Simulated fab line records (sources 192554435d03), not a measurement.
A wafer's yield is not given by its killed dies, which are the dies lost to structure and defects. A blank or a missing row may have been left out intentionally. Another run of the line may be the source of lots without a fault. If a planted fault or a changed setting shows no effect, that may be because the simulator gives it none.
Matching of chambers | flow n5Finfet | 4 sister chambers for N5_BEOL_M3_ALD_84 on aldMetal-02
The step deposits TaN, pulse time 2 s, purge time 3 s, co reactant purge time 2 s. 8 wafers are shown with their chamber, then 12 later ones without.

== WAFERS, EACH WITH ITS CHAMBER ==
wafer  | chamber | heaterPowerW (W) | susceptorTempC (C)
L081.5 | 2       | 407              | 274.91
L085.2 | 2       | 405              | 275.23
L086.1 | 1       | 441              | 275.00
L086.2 | 0       | 479              | 274.78
L086.3 | 3       | 414              | 275.16
L087.1 | 0       | 489              | 275.07
L087.4 | 3       | 412              | 275.00
L087.5 | 1       | 449              | 274.93

== WAFERS WITHOUT THEIR CHAMBER ==
wafer  | heaterPowerW (W) | susceptorTempC (C)
L090.2 | 493              | 274.87
L090.3 | 434              | 275.25
L090.6 | 443              | 275.12
L089.1 | 415              | 274.85
L089.3 | 493              | 275.02
L089.6 | 441              | 274.78
L093.2 | 396              | 274.97
L093.4 | 488              | 274.85
L093.6 | 394              | 275.03
L097.2 | 444              | 275.07
L097.4 | 400              | 274.74
L097.6 | 425              | 274.95

== EACH ONE'S CHAMBER ==
wafer  | from the rows above          | in truth
L090.2 | 0                            | 0
L090.3 | can't be placed: 1 or 3      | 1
L090.6 | 1                            | 1
L089.1 | can't be placed: 3 or 2      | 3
L089.3 | 0                            | 0
L089.6 | 1                            | 1
L093.2 | can't be placed: 2 or 3      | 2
L093.4 | 0                            | 0
L093.6 | can't be placed: 2 or 3      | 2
L097.2 | 1                            | 1
L097.4 | can't be placed: 2 or 3      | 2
L097.6 | can't be placed: 3 or 2 or 1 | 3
6 of 12 placed correctly. Unplaceable from these rows: 6, with the true chamber sitting among the candidates in 6. Number placed wrongly: 0.
How it was worked out, from the rows above alone: a wafer's distance from a chamber is the root of the sum, over the readings, of the square of ((its reading less the chamber's mean) divided by the reading's scatter). The wafer belongs to the nearest chamber; if the next one is less than 2 further off, it can't be placed. For every chamber, the mean is computed from those of its wafers that are shown. The scatter is the square root of a quotient: the sum, over the shown wafers, of each reading's squared deviation from its chamber's mean, divided by wafers minus chambers.
